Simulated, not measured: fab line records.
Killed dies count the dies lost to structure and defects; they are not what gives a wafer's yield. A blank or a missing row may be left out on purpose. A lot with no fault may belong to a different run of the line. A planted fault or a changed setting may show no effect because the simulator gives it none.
A lot that was struck, set against a sound lot + flow nand_harc + 19 out of 1302 route steps
Sound: these wafers, L345.1, L345.2, L345.4. Struck: wafers L349.1, L349.5, L349.6. The cause is named last.
Per side, at each step with rows, come the tool, then ch with its chambers, and then its first start. Under that, the readings that differ: sound wafers + struck wafers + difference of the means + sigmas: that difference in standard deviations of wafers without a fault.
alike: words and numbers the same on both sides, and readings whose means are apart by under 2 such deviations; not compared: readings that were withheld, readings missing a value for some wafer, numbers with overlapping values and no deviation given by the record, and bounds like >300 which may hide the same value.
A row with sigmas, a row that says differs or no value, or rows on one side alone: a step with any of these is where the two part. Non-overlapping numbers with no deviation appear without sigmas and do not part them. A reading missing from all wafers of one side parts the sides only when that side holds two or more wafers.

first, 2 steps without rows for these wafers: NHARC_A_CHANNEL_FILL_D2_ANNEAL_17 (time 1800 s); NHARC_A_CHANNEL_FILL_D2_CVD_18 (deposits poly-Si, target thk 3 nm).
NHARC_A_CHANNEL_FILL_D2_ETCHBACK_19: etches the open film in HBr/Cl2, target depth 5 nm, time 1.7 s.
  sound on rie_si-03 ch 0,1,3, day 19 01:05; struck on rie_si-04 ch 0,1,3, day 21 01:20
  alike: bias_w, drypump_motor_current_A, oes_product_au, rf_fwd_power_W, throttle_valve_pct
  not compared: rf_hours_counter_h
then, 1 step without rows for these wafers: NHARC_A_CHANNEL_FILL_D2_ETCHBACK_20 (etches the open film in C4F8/O2/Ar, target depth 27 nm, time 13.5 s).
NHARC_A_CHANNEL_FILL_D2_STRIP_28: strips in O2, time 20 s.
  sound on rie_diel-11 ch 0,1,2, day 19 01:18; struck on rie_diel-08 ch 0,1, day 21 01:32
  alike: drypump_motor_current_A, oes_product_au, rf_vpp_V, showerhead_plenum_p_Torr, throttle_valve_pct
  not compared: rf_hours_counter_h
then, 4 steps without rows for these wafers: NHARC_A_CHANNEL_FILL_D2_PRECLEAN_21 (cleans in dHF, time 30 s); NHARC_A_CHANNEL_FILL_D2_SRD_23; NHARC_A_CHANNEL_FILL_D2_CVD_05 (deposits poly-Si, target thk 5 nm); NHARC_A_CHANNEL_FILL_D2_ANNEAL_22 (time 7200 s).
NHARC_A_CHANNEL_FILL_D2_ALD_25: deposits SiOx, target thk 60 nm, pulse time 10 s, ald cycles 600.
  sound on ald_hk-04 ch 0,1,3, day 19 14:13; struck on ald_hk-02 ch 0,1,2, day 21 17:05
  alike: heater_power_w, precursor_pulse_height_rel
NHARC_A_CHANNEL_FILL_D2_ETCHBACK_08: etches the open film in C4F8, target depth 220 nm, time 110 s.
  sound: rie_diel-13 ch 0,1,3; struck: rie_diel-13 ch 0,3
  alike: oes_product_au, rf_fwd_power_W, rf_vpp_V
  not compared: rf_hours_counter_h
NHARC_A_CHANNEL_FILL_D2_STRIP_29: strips in O2, time 20 s.
  sound on rie_diel-13 ch 0,1,3, day 19 19:53; struck on rie_diel-13 ch 0,1,3, day 21 22:46
| reading               | sound             | struck            | difference | sigmas |
|-----------------------|-------------------|-------------------|------------|--------|
| oes_product_au (a.u.) | 0.993 1.008 1.007 | 0.989 0.983 0.985 | -0.017     | -2     |
  alike: drypump_motor_current_A, rf_vpp_V, showerhead_plenum_p_Torr, throttle_valve_pct
  not compared: rf_hours_counter_h
then, 5 steps without rows for these wafers: NHARC_A_CHANNEL_FILL_D2_PRECLEAN_30 (cleans in dHF, time 30 s); NHARC_A_CHANNEL_FILL_D2_SRD_31; NHARC_A_CHANNEL_FILL_D2_CVD_09 (deposits poly-Si, target thk 150 nm, time 3000 s); NHARC_A_CHANNEL_FILL_D2_CMP_10 (polishes, target thk 150 nm); NHARC_A_CHANNEL_FILL_D2_SRD_12.
NHARC_A_CHANNEL_FILL_D2_RTA_24: time 5 s.
  sound on rtp_anneal-02 ch 0, day 20 02:04; struck on rtp_anneal-02 ch 0, day 22 04:44
  alike: lamp_power_pct, lamp_zone_2_pct, wafer_temp_C_max
-- the record jumps here: 12 days lie between the struck wafers' starts before and after (it left off in module A_CHANNEL_FILL_D2 and takes up again in module END, whose first step shown is number 1302 of the route) --
NHARC_END_SORT_01:
  at this point the record logs the struck wafers (prober-01 ch 0, day 33 19:25) and has no rows for the sound ones

== WHERE THEY PART ==
Earliest at NHARC_A_CHANNEL_FILL_D2_STRIP_29; latest, in this record, at NHARC_END_SORT_01.

WHY: what the simulator had put in
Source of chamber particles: rie_diel-13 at NHARC_A_CHANNEL_FILL_D2_STRIP_29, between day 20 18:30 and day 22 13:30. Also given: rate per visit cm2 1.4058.
